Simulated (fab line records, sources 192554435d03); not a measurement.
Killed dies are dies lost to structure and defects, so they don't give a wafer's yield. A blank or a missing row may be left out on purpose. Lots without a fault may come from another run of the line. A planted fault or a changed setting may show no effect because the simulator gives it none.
Which tool did it? | flow n5_finfet | 10 lots, 30 wafers sampled, at 6 steps of a route of 1938

WHAT THE GAUGES READ, wafer by wafer
The record holds no reading of a measuring or inspecting step that can be judged against a usual standard deviation.

WHICH TOOL RAN EACH LOT (tool, then ch and the chambers of the sampled wafers, then the start)
lot  | N5_BEOL_M4_SPUTTER_92        | N5_BEOL_M5_ILD_DEP_00           | N5_BEOL_M5_CURE_79            | N5_BEOL_M5_PECVD_70             | N5_BEOL_M5_CMP_52             | N5_PASSIVATION_PROBE_49
L236 | pvd_sputter-03, day 8 05:43  | pecvd-03 ch 0,1,2, day 8 08:13  | uv_cure-03 ch 0, day 8 08:16  | pecvd-04 ch 0,2, day 8 08:49    | cmp-03 ch 0,1,2, day 8 21:22  | -
L239 | pvd_sputter-01, day 8 11:22  | pecvd-03 ch 0,1,2, day 8 13:52  | uv_cure-03 ch 1, day 8 13:55  | pecvd-03 ch 1,2, day 8 14:28    | cmp-02 ch 0,1,3, day 9 03:07  | -
L241 | pvd_sputter-02, day 9 09:17  | pecvd-04 ch 0,1, day 9 11:50    | uv_cure-01 ch 2, day 9 11:53  | pecvd-04 ch 0,2, day 9 12:26    | cmp-03 ch 0,2,3, day 9 22:20  | -
L243 | pvd_sputter-01, day 9 21:32  | pecvd-04 ch 1,2, day 10 00:04   | uv_cure-01 ch 0, day 10 00:08 | pecvd-03 ch 0,1,2, day 10 00:41 | cmp-04 ch 1,2,3, day 10 11:20 | -
L244 | pvd_sputter-01, day 10 09:29 | pecvd-04 ch 0,2, day 10 12:59   | uv_cure-01 ch 1, day 10 13:07 | pecvd-03 ch 0,2, day 10 13:35   | cmp-04 ch 1,2,3, day 10 23:14 | -
L246 | pvd_sputter-03, day 10 17:19 | pecvd-03 ch 0,1,2, day 10 19:56 | uv_cure-01 ch 2, day 10 19:59 | pecvd-04 ch 0,2, day 10 20:32   | cmp-04 ch 2,3, day 11 07:46   | -
L247 | pvd_sputter-01, day 11 04:31 | pecvd-02 ch 1,2, day 11 07:01   | uv_cure-01 ch 1, day 11 07:09 | pecvd-02 ch 0,2, day 11 07:37   | cmp-04 ch 1,2,3, day 11 19:55 | -
L248 | pvd_sputter-02, day 11 09:13 | pecvd-03 ch 0,2, day 11 11:44   | uv_cure-03 ch 1, day 11 11:49 | pecvd-04 ch 0,1,2, day 11 12:22 | cmp-03 ch 2,3, day 12 00:19   | -
L258 | pvd_sputter-02, day 13 11:25 | pecvd-04 ch 0,1,2, day 13 13:58 | uv_cure-02 ch 1, day 13 14:07 | pecvd-03 ch 0,1,2, day 13 14:35 | cmp-02 ch 0,1,3, day 14 04:35 | prober-01, day 18 02:04
L259 | pvd_sputter-01, day 13 20:29 | pecvd-03 ch 1,2, day 13 22:59   | uv_cure-03 ch 2, day 13 23:13 | pecvd-04 ch 0,1, day 13 23:36   | cmp-02 ch 0,3, day 14 11:59   | -
- N5_BEOL_M4_SPUTTER_92: material Cu, target thk 4.5 nm, time 8.29 s.
- N5_BEOL_M5_ILD_DEP_00: deposits SiCOH lowk from DEMS/porogen, target thk 140.64 nm, time 25.9 s.
- N5_BEOL_M5_CURE_79: cures SiCOH lowk, time 240 s.
- N5_BEOL_M5_PECVD_70: deposits SiO2 from TEOS/O2, target thk 16 nm, time 18 s.
- N5_BEOL_M5_CMP_52: polishes, stops on SiCOH lowk, t overpolish 6.9 s, target thk 62 nm.
- N5_PASSIVATION_PROBE_49

WHAT THE TOOLS THEMSELVES READ (means of the sampled wafers that have a number; where no wafer has one, the mark that the record gives instead)
N5_BEOL_M4_SPUTTER_92. Usual: throttle_valve_pct 30.1 %, standard deviation 0.92.
lot  | tool           | throttle_valve_pct (%) | flag
L236 | pvd_sputter-03 | 29.8                   |
L239 | pvd_sputter-01 | 30.6                   |
L241 | pvd_sputter-02 | 29.7                   |
L243 | pvd_sputter-01 | 30.7                   |
L244 | pvd_sputter-01 | 29.7                   |
L246 | pvd_sputter-03 | 29.9                   |
L247 | pvd_sputter-01 | 30.6                   |
L248 | pvd_sputter-02 | 29.4                   |
L258 | pvd_sputter-02 | 29.4                   |
L259 | pvd_sputter-01 | 30.3                   |

N5_BEOL_M5_ILD_DEP_00. Usual: heater_power_outer_w 155 W, standard deviation 28; heater_power_w 333 W, standard deviation 37; showerhead_plenum_p_Torr 5.737 Torr, standard deviation 0.013; throttle_valve_pct 13.7 %, standard deviation 0.83.
lot  | tool     | heater_power_outer_w (W) | heater_power_w (W) | showerhead_plenum_p_Torr (Torr) | throttle_valve_pct (%) | flag
L236 | pecvd-03 | 159                      | 346                | 5.734                           | 13.4                   |
L239 | pecvd-03 | 163                      | 351                | 5.734                           | 13.6                   |
L241 | pecvd-04 | 176                      | 354                | 5.739                           | 13.4                   |
L243 | pecvd-04 | 173                      | 339                | 5.746                           | 13.2                   |
L244 | pecvd-04 | 124                      | 284                | 5.733                           | 13.4                   |
L246 | pecvd-03 | 187                      | 387                | 5.739                           | 13.4                   |
L247 | pecvd-02 | 136                      | 302                | 5.735                           | 14.8                   |
L248 | pecvd-03 | 184                      | 377                | 5.734                           | 13.5                   |
L258 | pecvd-04 | 131                      | 299                | 5.734                           | 13.5                   |
L259 | pecvd-03 | 151                      | 345                | 5.746                           | 13.0                   |

N5_BEOL_M5_CURE_79. Usual: lamp_power_pct 52.31 %, standard deviation 0.051; wafer_temp_C_max 386.6, standard deviation 0.53.
lot  | tool       | lamp_power_pct (%) | wafer_temp_C_max | flag
L236 | uv_cure-03 | 52.33              | 386.3            |
L239 | uv_cure-03 | 52.26              | 386.5            |
L241 | uv_cure-01 | 52.31              | 387.3            |
L243 | uv_cure-01 | 52.29              | 387.3            |
L244 | uv_cure-01 | 52.36              | 386.7            |
L246 | uv_cure-01 | 52.31              | 387.1            |
L247 | uv_cure-01 | 52.31              | 387.1            |
L248 | uv_cure-03 | 52.32              | 386.1            |
L258 | uv_cure-02 | 52.31              | 386.0            |
L259 | uv_cure-03 | 52.32              | 386.8            |

N5_BEOL_M5_PECVD_70. Usual: heater_power_outer_w 440 W, standard deviation 51; heater_power_w 745 W, standard deviation 65; showerhead_plenum_p_Torr 8.77 Torr, standard deviation 0.04; throttle_valve_pct 22.1 %, standard deviation 1.3.
lot  | tool     | heater_power_outer_w (W) | heater_power_w (W) | showerhead_plenum_p_Torr (Torr) | throttle_valve_pct (%) | flag
L236 | pecvd-04 | 403                      | 692                | 8.74                            | 21.8                   |
L239 | pecvd-03 | 468                      | 803                | 8.77                            | 22.3                   |
L241 | pecvd-04 | 428                      | 744                | 8.74                            | 22.2                   |
L243 | pecvd-03 | 463                      | 786                | 8.77                            | 22.0                   |
L244 | pecvd-03 | 449                      | 764                | 8.76                            | 21.4                   |
L246 | pecvd-04 | 394                      | 711                | 8.73                            | 22.3                   |
L247 | pecvd-02 | 419                      | 705                | 8.81                            | 22.1                   |
L248 | pecvd-04 | 434                      | 724                | 8.77                            | 22.0                   |
L258 | pecvd-03 | 461                      | 800                | 8.76                            | 22.0                   |
L259 | pecvd-04 | 447                      | 760                | 8.76                            | 22.3                   |

N5_BEOL_M5_CMP_52. Usual: barrier_field_endpoint_s 24.8 s, standard deviation 0.66; motor_current_A 6.1 A, standard deviation 0.53; overpolish_run_s 6.901 s, standard deviation 0.0088; slurry_filter_dp_kPa 13.50 kPa, standard deviation 0.13; time_to_endpoint_s 61.7 s, standard deviation 2.9.
lot  | tool   | barrier_field_endpoint_s (s) | motor_current_A (A) | overpolish_run_s (s) | slurry_filter_dp_kPa (kPa) | time_to_endpoint_s (s) | flag
L236 | cmp-03 | 24.0                         | 5.9                 | 6.907                | 13.55                      | 59.4                   |
L239 | cmp-02 | 25.1                         | 6.4                 | 6.900                | 13.48                      | 63.2                   |
L241 | cmp-03 | 24.8                         | 5.8                 | 6.903                | 13.50                      | 62.4                   |
L243 | cmp-04 | 24.4                         | 6.1                 | 6.896                | 13.57                      | 62.0                   |
L244 | cmp-04 | 41.5                         | 6.1                 | 0.038                | 13.55                      | 63.4                   | OFF
L246 | cmp-04 | 24.5                         | 6.2                 | 6.897                | 13.49                      | 59.1                   |
L247 | cmp-04 | 41.5                         | 6.0                 | 0.041                | 13.43                      | 62.2                   | OFF
L248 | cmp-03 | 41.5                         | 6.0                 | 0.044                | 13.66                      | 63.5                   | OFF
L258 | cmp-02 | 24.4                         | 6.3                 | 6.901                | 13.44                      | 57.3                   |
L259 | cmp-02 | 24.9                         | 6.0                 | 6.915                | 13.71                      | 60.9                   |

N5_PASSIVATION_PROBE_49. Usual: defect_limited_yield 91.0 %, standard deviation 1.5; killed_at_M0_to_M3 35, standard deviation 11; killed_at_M4_up 13, standard deviation 6; killed_at_contacts 14, standard deviation 6.5; killed_at_front_end 40, standard deviation 12; killed_at_other 4, standard deviation 3.4; killed_dies 106, standard deviation 18; killed_open 68, standard deviation 14; killed_short 35, standard deviation 7.7; sort_bin_5_function 5.2 %, standard deviation 0.98; sort_bin_6_memory 3.4 %, standard deviation 0.72; sort_n_pass 1074, standard deviation 18; sort_yield_pct 91.0 %, standard deviation 1.5.
lot  | tool      | defect_limited_yield (%) | killed_at_M0_to_M3 | killed_at_M4_up | killed_at_contacts | killed_at_front_end | killed_at_other | killed_dies | killed_open | killed_short | sort_bin_5_function (%) | sort_bin_6_memory (%) | sort_n_pass | sort_yield_pct (%) | flag
L258 | prober-01 | 90.1                     | 31                 | 15              | 18                 | 47                  | 5               | 117         | 82          | 34           | 5.9                     | 3.6                   | 1063        | 90.1               |

THE ANSWER, worked out from the rows above alone
Rule: a lot is off if the mean of its wafers that have a number lies more than 3 standard deviations from the usual mean. A lot without any number at a reading at which 4 lots or more have one is off too. The other lots that the step has rows for count as sound. The gauges are gone through in route order, then the tools' own readings, and for those a lot's mean is taken as printed above. The first step at which some lot is off is used, and at that step the reading that is off furthest; a lot without a number counts as furthest.
Off: L244, L247, L248, at N5_BEOL_M5_CMP_52 (overpolish_run_s).
A tool fits if, at that step or a process step before it, it ran every lot that is off, and no sound lot after the first of them. None of those tried fits.

WHAT THE SIMULATOR HAD PUT IN
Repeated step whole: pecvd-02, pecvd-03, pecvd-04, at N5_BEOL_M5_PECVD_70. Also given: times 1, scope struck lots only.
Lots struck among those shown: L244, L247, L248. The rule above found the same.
